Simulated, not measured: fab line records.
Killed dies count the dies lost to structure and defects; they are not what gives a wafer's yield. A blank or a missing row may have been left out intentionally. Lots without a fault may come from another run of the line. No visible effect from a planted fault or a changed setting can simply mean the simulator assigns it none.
8D (eight disciplines) problem report, filled in by code	flow nand-harc	the parts of the form that need people (team, actions taken, sign-off) are left out

== 1. WHAT WENT WRONG ==
At NHARC_A_BLC_ETCH_16, oes-product-au averages 0.858 a.u. over 6 wafers from 2 lots, while fault-free wafers read 0.997 a.u., standard deviation 0.013. Relative to the usual mean, that is a shift of -11 standard deviations.
The step: etches the open film in CF4, target depth 39 nm, time 65 s.
Earliest sighting: wafer L283.3 on rie-diel-03 at day 27 05:36. Wafers with a number at this step in the record: 36, from 12 lots. Rule for "out" (also "out of limits"): further than 4 standard deviations from the usual mean. The other wafers with a number count as sound.

== 2. WHAT IT IS, WHAT IT ISN'T ==
question	is	is not
which readings at this step	oes-product-au	drypump-motor-current-A, rf-vpp-V, showerhead-plenum-p-Torr, throttle-valve-pct
which lots	L283, L285	L274, L276, L277, L278, L280, L282, L286, L293, L294, L295
which wafers of those lots	all that have a number	-
read on which tools	rie-diel-03	rie-diel-04, rie-diel-11
when	from day 27 05:36	up to then (18 sound wafers); but 12 sound wafers of L286, L293, L294, L295 came after

== 3. THE SUSPECTS, EACH WITH WHAT RULES IT OUT ==
Counting: any tool at a process step up to the reading is kept as a suspect provided that every lot that is out went through it and no sound lot did after the first of them.
- rie-diel-08 at NHARC_A_CONTACT_ETCH_98 (etches the open film in C4F6/O2, target depth 20 nm, time 10 s): ruled out as a lasting fault. The sound lots L295 went through it after L283, its earliest lot that is out (day 27 05:25). NHARC_A_CONTACT_ETCH_98: start missing for some lots; hours and lot order therefore follow NHARC_A_BLC_OVL_MEAS_11.
- rie-diel-08 at NHARC_A_CONTACT_STRIP_26 (strips in O2): ruled out as a lasting fault. The sound lots L295 went through it after L283, its earliest lot that is out (day 27 05:25). NHARC_A_CONTACT_STRIP_26: start missing for some lots; hours and lot order therefore follow NHARC_A_BLC_OVL_MEAS_11.
- rie-diel-03 at NHARC_A_BLC_ETCH_16 (etches the open film in CF4, target depth 39 nm, time 65 s): ruled out as a lasting fault. The sound lots L293, L294, L295 went through it after L283, its earliest lot that is out (day 27 05:36).
Left after counting: nothing in the record.

== 4. THE CAUSE (what the simulator had put in) ==
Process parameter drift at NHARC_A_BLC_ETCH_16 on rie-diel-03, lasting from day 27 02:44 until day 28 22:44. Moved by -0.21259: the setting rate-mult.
Counting ruled it out, wrongly.

== 5. THE CHAIN OF EFFECTS, in route order ==
Each row: a reading where the mean over the struck wafers with a number is more than 3 standard deviations away from the usual. Readings are gone through only where the record gives a usual standard deviation; hours: the median, over the lots, of the time from a lot's start at the first step in this table giving one to that lot's start at this step; sigmas: the change measured in usual standard deviations.
hours	step	reading	usual	on struck wafers	change	sigmas
0	NHARC_A_BLC_ETCH_16	oes-product-au	0.997 a.u.	0.858	-0.139	-11
The process steps in it:
- NHARC_A_BLC_ETCH_16: etches the open film in CF4, target depth 39 nm, time 65 s.
Later measuring or inspecting steps at which every struck wafer that the step has a row for has a number for every such reading, and none has moved that far: NHARC_END_SORT_01.

== 6. HOW IT WOULD HAVE BEEN CAUGHT EARLIER ==
The fault began at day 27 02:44; the first out-of-limits reading in this record came at day 27 05:36, 3 hours later.
